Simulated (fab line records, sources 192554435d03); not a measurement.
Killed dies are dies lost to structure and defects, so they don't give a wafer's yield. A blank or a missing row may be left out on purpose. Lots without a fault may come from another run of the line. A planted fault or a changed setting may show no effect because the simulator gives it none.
Chamber matching | flow n5_finfet | N5_BEOL_M10_VIA_ETCH_34 on rie_diel-01: 4 sister chambers
The step etches SiCOH lowk in C4F6/O2, target depth 184.5 nm, time 69.2 s. 7 wafers are shown with their chamber, then 8 later ones without.

WAFERS WITH THEIR CHAMBER
wafer  | chamber | showerhead_plenum_p_Torr (Torr) | rf_vpp_V (V)
L086.2 | 0       | 2.78                            | 674
L088.2 | 0       | 2.78                            | 673
L093.2 | 1       | 2.89                            | 661
L092.4 | 3       | 2.87                            | 659
L092.5 | 2       | 3.01                            | 652
L092.6 | 1       | 2.88                            | 664
L095.1 | 2       | 3.01                            | 650

WAFERS WITHOUT THEIR CHAMBER
wafer  | showerhead_plenum_p_Torr (Torr) | rf_vpp_V (V)
L095.3 | 2.88                            | 663
L095.5 | 2.87                            | 657
L096.1 | 2.77                            | 672
L096.5 | 3.00                            | 651
L096.6 | 2.77                            | 672
L097.1 | 3.00                            | 652
L097.3 | 2.88                            | 663
L097.5 | 2.77                            | 673

WHICH CHAMBER EACH WENT THROUGH
wafer  | from the rows above | in truth
L095.3 | 1                   | 1
L095.5 | 3                   | 3
L096.1 | 0                   | 0
L096.5 | 2                   | 2
L096.6 | 0                   | 0
L097.1 | 2                   | 2
L097.3 | 1                   | 1
L097.5 | 0                   | 0
Placed correctly: 8 of 8. Can't be placed from these rows: 0. Placed wrongly: 0.
How it was worked out, from the rows above alone: a wafer's distance from a chamber is the root of the sum, over the readings, of the square of ((its reading less the chamber's mean) divided by the reading's scatter). The wafer belongs to the nearest chamber; if the next one is less than 2 further off, it can't be placed. A chamber's mean is the mean of its shown wafers. The scatter: the root of (the sum of the squares of (reading less its chamber's mean) over the shown wafers, divided by (wafers less chambers)).
